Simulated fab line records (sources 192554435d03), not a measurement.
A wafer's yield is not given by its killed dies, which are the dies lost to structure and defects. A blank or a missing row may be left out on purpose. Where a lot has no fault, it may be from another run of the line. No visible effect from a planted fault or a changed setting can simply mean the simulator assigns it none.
Chamber matching / flow n5-finfet / rie-diel-06 running N5_HKMG_FIN_STRIP_92: 4 sister chambers
The step strips SOC in N2/H2, time 20 s. 20 wafers are shown with their chamber, then 10 later ones without.

== WAFERS WITH THEIR CHAMBER ==
wafer=L080.3; chamber=1; showerhead-plenum-p-Torr (Torr)=3.25; throttle-valve-pct (%)=18.85; drypump-motor-current-A (A)=5.8
wafer=L080.4; chamber=3; showerhead-plenum-p-Torr (Torr)=3.54; throttle-valve-pct (%)=18.65; drypump-motor-current-A (A)=6.0
wafer=L080.5; chamber=2; showerhead-plenum-p-Torr (Torr)=3.32; throttle-valve-pct (%)=18.79; drypump-motor-current-A (A)=4.9
wafer=L081.2; chamber=1; showerhead-plenum-p-Torr (Torr)=3.25; throttle-valve-pct (%)=18.85; drypump-motor-current-A (A)=5.8
wafer=L081.4; chamber=2; showerhead-plenum-p-Torr (Torr)=3.32; throttle-valve-pct (%)=18.78; drypump-motor-current-A (A)=5.0
wafer=L081.5; chamber=3; showerhead-plenum-p-Torr (Torr)=3.53; throttle-valve-pct (%)=18.67; drypump-motor-current-A (A)=6.0
wafer=L084.2; chamber=2; showerhead-plenum-p-Torr (Torr)=3.32; throttle-valve-pct (%)=18.79; drypump-motor-current-A (A)=5.0
wafer=L084.4; chamber=3; showerhead-plenum-p-Torr (Torr)=3.53; throttle-valve-pct (%)=18.67; drypump-motor-current-A (A)=6.0
wafer=L084.6; chamber=0; showerhead-plenum-p-Torr (Torr)=3.58; throttle-valve-pct (%)=19.37; drypump-motor-current-A (A)=5.8
wafer=L085.1; chamber=1; showerhead-plenum-p-Torr (Torr)=3.24; throttle-valve-pct (%)=18.86; drypump-motor-current-A (A)=5.8
wafer=L085.2; chamber=2; showerhead-plenum-p-Torr (Torr)=3.32; throttle-valve-pct (%)=18.80; drypump-motor-current-A (A)=5.0
wafer=L085.3; chamber=3; showerhead-plenum-p-Torr (Torr)=3.53; throttle-valve-pct (%)=18.68; drypump-motor-current-A (A)=6.0
wafer=L085.4; chamber=0; showerhead-plenum-p-Torr (Torr)=3.58; throttle-valve-pct (%)=19.37; drypump-motor-current-A (A)=5.8
wafer=L085.5; chamber=3; showerhead-plenum-p-Torr (Torr)=3.53; throttle-valve-pct (%)=18.68; drypump-motor-current-A (A)=6.1
wafer=L085.6; chamber=2; showerhead-plenum-p-Torr (Torr)=3.32; throttle-valve-pct (%)=18.80; drypump-motor-current-A (A)=5.0
wafer=L088.1; chamber=2; showerhead-plenum-p-Torr (Torr)=3.31; throttle-valve-pct (%)=18.82; drypump-motor-current-A (A)=4.9
wafer=L088.4; chamber=1; showerhead-plenum-p-Torr (Torr)=3.24; throttle-valve-pct (%)=18.89; drypump-motor-current-A (A)=5.8
wafer=L088.6; chamber=3; showerhead-plenum-p-Torr (Torr)=3.52; throttle-valve-pct (%)=18.69; drypump-motor-current-A (A)=6.0
wafer=L090.1; chamber=1; showerhead-plenum-p-Torr (Torr)=3.24; throttle-valve-pct (%)=18.88; drypump-motor-current-A (A)=5.8
wafer=L090.2; chamber=0; showerhead-plenum-p-Torr (Torr)=3.58; throttle-valve-pct (%)=19.39; drypump-motor-current-A (A)=5.8

SIGNATURES, as means of the wafers listed above
reading=showerhead-plenum-p-Torr; chamber 0=3.5800; chamber 1=3.2440; chamber 2=3.3183; chamber 3=3.5300; scatter within a chamber=0.00502
reading=throttle-valve-pct; chamber 0=19.3767; chamber 1=18.8660; chamber 2=18.7967; chamber 3=18.6733; scatter within a chamber=0.0147
reading=drypump-motor-current-A; chamber 0=5.800; chamber 1=5.800; chamber 2=4.967; chamber 3=6.017; scatter within a chamber=0.0368
Rule: a wafer's distance from a chamber is the root of the sum, over the readings, of the square of ((its reading less the chamber's mean) divided by the reading's scatter). If the next closest chamber is less than 2 further off than the closest, the wafer can't be placed; otherwise it belongs to the closest. The scatter is the square root of a quotient: the sum, over the shown wafers, of each reading's squared deviation from its chamber's mean, divided by wafers minus chambers.

== WAFERS WITH NO CHAMBER GIVEN ==
wafer=L090.3; showerhead-plenum-p-Torr (Torr)=3.31; throttle-valve-pct (%)=18.83; drypump-motor-current-A (A)=5.0
wafer=L090.4; showerhead-plenum-p-Torr (Torr)=3.52; throttle-valve-pct (%)=18.69; drypump-motor-current-A (A)=6.0
wafer=L090.5; showerhead-plenum-p-Torr (Torr)=3.31; throttle-valve-pct (%)=18.82; drypump-motor-current-A (A)=4.9
wafer=L090.6; showerhead-plenum-p-Torr (Torr)=3.52; throttle-valve-pct (%)=18.68; drypump-motor-current-A (A)=6.0
wafer=L093.1; showerhead-plenum-p-Torr (Torr)=3.52; throttle-valve-pct (%)=18.73; drypump-motor-current-A (A)=6.0
wafer=L093.2; showerhead-plenum-p-Torr (Torr)=3.30; throttle-valve-pct (%)=18.85; drypump-motor-current-A (A)=5.0
wafer=L093.3; showerhead-plenum-p-Torr (Torr)=3.57; throttle-valve-pct (%)=19.41; drypump-motor-current-A (A)=5.8
wafer=L093.4; showerhead-plenum-p-Torr (Torr)=3.52; throttle-valve-pct (%)=18.71; drypump-motor-current-A (A)=6.0
wafer=L093.5; showerhead-plenum-p-Torr (Torr)=3.57; throttle-valve-pct (%)=19.41; drypump-motor-current-A (A)=5.8
wafer=L093.6; showerhead-plenum-p-Torr (Torr)=3.30; throttle-valve-pct (%)=18.82; drypump-motor-current-A (A)=4.9

== THE CHAMBER EACH PASSED THROUGH ==
wafer=L090.3; from the rows above=2; in truth=2
wafer=L090.4; from the rows above=3; in truth=3
wafer=L090.5; from the rows above=2; in truth=2
wafer=L090.6; from the rows above=3; in truth=3
wafer=L093.1; from the rows above=3; in truth=3
wafer=L093.2; from the rows above=2; in truth=2
wafer=L093.3; from the rows above=0; in truth=0
wafer=L093.4; from the rows above=3; in truth=3
wafer=L093.5; from the rows above=0; in truth=0
wafer=L093.6; from the rows above=2; in truth=2
10 of 10 placed correctly. Number that these rows cannot place: 0. Wrongly placed: 0.
